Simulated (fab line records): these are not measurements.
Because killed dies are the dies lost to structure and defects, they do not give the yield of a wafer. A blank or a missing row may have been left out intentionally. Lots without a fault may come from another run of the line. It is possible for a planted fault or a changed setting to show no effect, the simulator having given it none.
Shared-tool check ; flow n5_finfet ; Sampled: 8 lots, 24 wafers

== REASON FOR OPENING ==
At N5_BEOL_M0_SAQP_INSPECT_42 the reading raw_defect_count is flagged on 2 of 8 lots. Wafers without a fault read 291, standard deviation 74.
Rule: a lot is flagged in two cases, either no wafer of it has a number, or all its wafers with numbers fall more than 4 standard deviations from that mean. As for the other lots, they are considered sound.

lot;measured;on;raw_defect_count, wafer by wafer;flag
L779;day 7 08:10;defect_inspect-02;297 336 317;
L781;day 7 17:56;defect_inspect-02;232 356 321;
L784;day 8 17:41;defect_inspect-02;292 395 368;
L785;day 8 21:27;defect_inspect-02;325 285 228;
L786;day 9 01:59;defect_inspect-02;722 622 597;FLAGGED
L787;day 9 08:58;defect_inspect-01;204 217 201;
L788;day 9 14:14;defect_inspect-01;653 655 605;FLAGGED
L796;day 11 07:37;defect_inspect-02;180 303 300;
The numbers of the flagged lots are 642 on average: +351 against the usual, or +5 standard deviations.

== TOOL THAT RAN EACH LOT ==
4 process steps preceding the reading are held in the record, out of 1938 steps in the route. Each cell gives the tool, then ch followed by the chambers the sampled wafers passed through, then the start.
lot;flag;N5_BEOL_M0_SAQP_MANDREL1_REMOVE_100;N5_BEOL_M0_SAQP_ETCH_101;N5_BEOL_M0_SAQP_MANDREL_ETCH_103;N5_BEOL_M0_SAQP_ETCH_106
L779;;rie_si-05 ch 0,1,3, day 7 05:28;rie_diel-01 ch 0,2,3, day 7 05:50;rie_si-06 ch 0,1,2, day 7 05:59;rie_diel-04 ch 1,2, day 7 06:31
L781;;rie_si-03 ch 1,2,3, day 7 15:19;rie_diel-01 ch 1,2,3, day 7 15:28;rie_si-05 ch 0,1,3, day 7 15:37;rie_diel-03 ch 0,1,2, day 7 16:08
L784;;rie_si-05 ch 0,1, day 8 14:19;rie_diel-01 ch 0,2,3, day 8 14:32;rie_si-06 ch 1,3, day 8 14:40;rie_diel-01 ch 2,3, day 8 15:11
L785;;rie_si-05 ch 0,1,2, day 8 17:45;rie_diel-01 ch 2,3, day 8 17:54;rie_si-06 ch 1,2, day 8 18:02;rie_diel-01 ch 1,2,3, day 8 18:38
L786;FLAGGED;rie_si-05 ch 0,1,2, day 8 23:38;rie_diel-03 ch 2,3, day 8 23:51;rie_si-06 ch 1,2,3, day 8 23:59;rie_diel-04 ch 0,1,3, day 9 00:32
L787;;rie_si-03 ch 0,1,2, day 9 06:42;rie_diel-03 ch 0,2,3, day 9 06:51;rie_si-05 ch 0,1,2, day 9 06:59;rie_diel-04 ch 0,3, day 9 07:31
L788;FLAGGED;rie_si-05 ch 0,1, day 9 11:50;rie_diel-03 ch 0,3, day 9 11:59;rie_si-06 ch 1,2,3, day 9 12:07;rie_diel-01 ch 2,3, day 9 12:41
L796;;rie_si-03 ch 0,3, day 11 04:40;rie_diel-04 ch 0,1,2, day 11 04:49;rie_si-05 ch 1,2,3, day 11 04:58;rie_diel-04 ch 1,3, day 11 05:44
These steps, and what they do:
- N5_BEOL_M0_SAQP_MANDREL1_REMOVE_100: chemistry HBr/Cl2/O2, target a-Si, stops on SiNx, bt time 10 s.
- N5_BEOL_M0_SAQP_ETCH_101: etches SiNx in CH3F/O2, target depth 29.9 nm, time 42.7 s.
- N5_BEOL_M0_SAQP_MANDREL_ETCH_103: etches a-Si in HBr/Cl2, stops on SiCN, target depth 45 nm, bt time 10 s, time 27 s.
- N5_BEOL_M0_SAQP_ETCH_106: etches SOC in N2/H2, stops on SiNx, target depth 150 nm.
- N5_BEOL_M0_SAQP_INSPECT_42: inspects for defects (brightfield).

== FLAGGED OVER TOTAL, TOOL BY TOOL (the gauges that took the reading come last) ==
step;tool;lots run;flagged;share of the flagged lots;sound lots run after its first flagged lot
N5_BEOL_M0_SAQP_MANDREL1_REMOVE_100;rie_si-03;3;0;none;-
N5_BEOL_M0_SAQP_MANDREL1_REMOVE_100;rie_si-05;5;2;all;0
N5_BEOL_M0_SAQP_ETCH_101;rie_diel-01;4;0;none;-
N5_BEOL_M0_SAQP_ETCH_101;rie_diel-03;3;2;all;1 (L787)
N5_BEOL_M0_SAQP_ETCH_101;rie_diel-04;1;0;none;-
N5_BEOL_M0_SAQP_MANDREL_ETCH_103;rie_si-05;3;0;none;-
N5_BEOL_M0_SAQP_MANDREL_ETCH_103;rie_si-06;5;2;all;0
N5_BEOL_M0_SAQP_ETCH_106;rie_diel-01;3;1;some;0
N5_BEOL_M0_SAQP_ETCH_106;rie_diel-03;1;0;none;-
N5_BEOL_M0_SAQP_ETCH_106;rie_diel-04;4;1;some;2 (L787,L796)
N5_BEOL_M0_SAQP_INSPECT_42;defect_inspect-01;2;1;some;0
N5_BEOL_M0_SAQP_INSPECT_42;defect_inspect-02;6;1;some;1 (L796)

== WHAT THE TABLE PERMITS ==
In the table, 3 rows ran each flagged lot (rie_si-05 at N5_BEOL_M0_SAQP_MANDREL1_REMOVE_100; rie_diel-03 at N5_BEOL_M0_SAQP_ETCH_101; rie_si-06 at N5_BEOL_M0_SAQP_MANDREL_ETCH_103).
- rie_si-05 at N5_BEOL_M0_SAQP_MANDREL1_REMOVE_100 ran 5 lots, 2 of them flagged. Last sound lot L785 at day 8 17:45, first flagged lot L786 at day 8 23:38; a fault beginning in between fits.
- rie_diel-03 at N5_BEOL_M0_SAQP_ETCH_101 ran 3 lots, 2 of them flagged. Sound lots followed the first flagged one (L787) on it, something a lasting fault affecting the whole tool could not allow.
- rie_si-06 at N5_BEOL_M0_SAQP_MANDREL_ETCH_103 ran 5 lots, 2 of them flagged. Last sound lot L785 at day 8 18:02, first flagged lot L786 at day 8 23:59; a fault beginning in between fits.
Because each of these 2 tools fits a fault that began at some hour, counting lots does not separate them. More lots, or a look at what each step does to the wafer, might.

== WHAT HAD BEEN PUT IN BY THE SIMULATOR ==
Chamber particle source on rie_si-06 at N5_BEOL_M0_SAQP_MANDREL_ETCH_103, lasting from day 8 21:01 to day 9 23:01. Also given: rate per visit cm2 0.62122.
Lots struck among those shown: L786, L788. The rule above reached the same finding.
